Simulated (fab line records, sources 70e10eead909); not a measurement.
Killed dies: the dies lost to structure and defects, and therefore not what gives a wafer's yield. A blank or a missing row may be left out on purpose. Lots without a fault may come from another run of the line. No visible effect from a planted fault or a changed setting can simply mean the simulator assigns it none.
Matching of chambers    flow nand-harc    NHARC_P_GATE_DESCUM_93 on rie-diel-06 has 4 sister chambers
The step chemistry O2, time 3 s. 22 wafers are shown with their chamber, then 11 later ones without.

== WAFERS, EACH WITH ITS CHAMBER ==
wafer   chamber  showerhead-plenum-p-Torr (Torr)  rf-vpp-V (V)  oes-product-au (a.u.)
L074.1  3        1.91                             58.2          0.998
L074.4  1        1.94                             56.8          1.004
L074.6  2        2.06                             57.8          1.000
L078.2  2        2.06                             58.7          0.989
L078.4  3        1.91                             57.1          0.992
L078.5  3        1.91                             57.2          0.995
L077.3  1        1.93                             56.5          0.993
L077.5  1        1.93                             56.9          0.993
L077.6  2        2.06                             57.9          0.988
L081.2  1        1.93                             57.4          0.988
L081.3  2        2.05                             58.7          0.991
L081.5  2        2.05                             56.6          0.995
L083.2  2        2.05                             58.5          1.002
L083.4  1        1.93                             58.1          0.993
L083.6  0        1.77                             57.3          0.990
L087.1  2        2.05                             57.6          1.008
L087.2  3        1.90                             58.4          0.997
L087.4  0        1.77                             55.6          0.992
L086.2  1        1.93                             59.6          1.004
L086.4  2        2.05                             58.7          0.993
L086.6  2        2.05                             58.9          1.011
L088.1  2        2.05                             58.1          1.004

SIGNATURES (averages over the wafers above)
reading                   chamber 0  chamber 1  chamber 2  chamber 3  scatter within a chamber
showerhead-plenum-p-Torr  1.7700     1.9317     2.0530     1.9075     0.00452
rf-vpp-V                  56.450     57.550     58.150     57.725     0.879
oes-product-au            0.99100    0.99583    0.99810    0.99550    0.00679
Rule: for a wafer and a chamber, the distance is found by dividing, reading by reading, the gap between the wafer's reading and the chamber's mean by the reading's scatter, squaring, summing and taking the root. If the next closest chamber is less than 2 further off than the closest, the wafer can't be placed; otherwise it belongs to the closest. The scatter: the root of (the sum of the squares of (reading less its chamber's mean) over the shown wafers, divided by (wafers less chambers)).

== WAFERS WHOSE CHAMBER IS MISSING ==
wafer   showerhead-plenum-p-Torr (Torr)  rf-vpp-V (V)  oes-product-au (a.u.)
L088.5  1.93                             58.2          0.991
L088.6  2.05                             59.1          1.006
L089.1  1.93                             57.5          1.005
L089.4  1.77                             56.6          0.992
L089.5  1.77                             57.2          0.999
L093.2  1.77                             56.6          0.995
L093.3  1.93                             58.9          1.004
L093.5  1.90                             55.9          0.990
L095.2  1.90                             57.8          0.993
L095.5  1.93                             59.6          1.004
L095.6  1.77                             56.7          0.989

== CHAMBER TAKEN BY EACH ==
wafer   from the rows above  in truth
L088.5  1                    1
L088.6  2                    2
L089.1  1                    1
L089.4  0                    0
L089.5  0                    0
L093.2  0                    0
L093.3  1                    1
L093.5  3                    3
L095.2  3                    3
L095.5  1                    1
L095.6  0                    0
Correct placement for 11 of the 11. Not placeable from these rows: 0. Placed wrongly: 0.
